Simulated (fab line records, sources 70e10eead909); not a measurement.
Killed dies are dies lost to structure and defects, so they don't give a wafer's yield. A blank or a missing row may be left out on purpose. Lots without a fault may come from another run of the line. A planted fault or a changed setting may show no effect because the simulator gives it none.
Chamber matching | flow nand_harc | NHARC_A_SLIT_DEP_23 on pecvd-01: 3 sister chambers
The step deposits SiON, target thk 100 nm. 3 wafers are shown with their chamber, then 7 later ones without.

WAFERS WITH THEIR CHAMBER
wafer  | chamber | heater_power_w (W)
L783.4 | 2       | 989
L790.4 | 1       | 888
L790.5 | 0       | 641

WAFERS WITHOUT THEIR CHAMBER
wafer  | heater_power_w (W)
L790.6 | 922
L792.1 | 985
L792.4 | 756
L792.5 | 865
L796.2 | 760
L796.3 | 982
L796.4 | 788

WHICH CHAMBER EACH WENT THROUGH
wafer  | from the rows above          | in truth
L790.6 | can't be placed: 1 or 2      | 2
L792.1 | can't be placed: 2 or 1      | 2
L792.4 | can't be placed: 0 or 1 or 2 | 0
L792.5 | can't be placed: 1 or 2      | 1
L796.2 | can't be placed: 0 or 1 or 2 | 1
L796.3 | can't be placed: 2 or 1      | 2
L796.4 | can't be placed: 1 or 0 or 2 | 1
Placed correctly: 0 of 7. Can't be placed from these rows: 7 (the true chamber is among the candidates in 7). Placed wrongly: 0.
How it was worked out, from the rows above alone: a wafer's distance from a chamber is the root of the sum, over the readings, of the square of ((its reading less the chamber's mean) divided by the reading's scatter). The wafer belongs to the nearest chamber; if the next one is less than 2 further off, it can't be placed. A chamber's mean is the mean of its shown wafers. The scatter: with one shown wafer a chamber, the root of the mean of the squares of how far each hidden wafer lies from its nearest shown one.
